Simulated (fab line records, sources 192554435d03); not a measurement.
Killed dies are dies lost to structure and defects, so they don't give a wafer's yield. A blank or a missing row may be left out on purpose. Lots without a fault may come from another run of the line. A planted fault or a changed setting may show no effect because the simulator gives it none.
Chamber matching | flow n5_finfet | N5_HKMG_FIN_STRIP_90 on rie_diel-03: 4 sister chambers
The step strips SOC in N2/H2, time 20 s. 8 wafers are shown with their chamber, then 8 later ones without.

WAFERS WITH THEIR CHAMBER
wafer  | chamber | showerhead_plenum_p_Torr (Torr) | throttle_valve_pct (%)
L079.6 | 1       | 3.46                            | 19.6
L081.6 | 0       | 3.33                            | 18.8
L084.1 | 2       | 3.11                            | 19.1
L084.6 | 1       | 3.45                            | 19.7
L089.1 | 2       | 3.10                            | 19.1
L089.5 | 0       | 3.32                            | 18.8
L089.6 | 3       | 3.52                            | 19.0
L092.1 | 3       | 3.51                            | 19.0

WAFERS WITHOUT THEIR CHAMBER
wafer  | showerhead_plenum_p_Torr (Torr) | throttle_valve_pct (%)
L092.3 | 3.32                            | 18.8
L092.4 | 3.44                            | 19.3
L094.1 | 3.09                            | 19.2
L094.2 | 3.44                            | 19.3
L094.6 | 3.09                            | 19.2
L097.1 | 3.43                            | 19.3
L097.4 | 3.31                            | 18.9
L097.6 | 3.51                            | 19.0

WHICH CHAMBER EACH WENT THROUGH
wafer  | from the rows above | in truth
L092.3 | 0                   | 0
L092.4 | 1                   | 1
L094.1 | 2                   | 2
L094.2 | 1                   | 1
L094.6 | 2                   | 2
L097.1 | 1                   | 1
L097.4 | 0                   | 0
L097.6 | 3                   | 3
Placed correctly: 8 of 8. Can't be placed from these rows: 0. Placed wrongly: 0.
How it was worked out, from the rows above alone: a wafer's distance from a chamber is the root of the sum, over the readings, of the square of ((its reading less the chamber's mean) divided by the reading's scatter). The wafer belongs to the nearest chamber; if the next one is less than 2 further off, it can't be placed. A chamber's mean is the mean of its shown wafers. The scatter: the root of (the sum of the squares of (reading less its chamber's mean) over the shown wafers, divided by (wafers less chambers)).
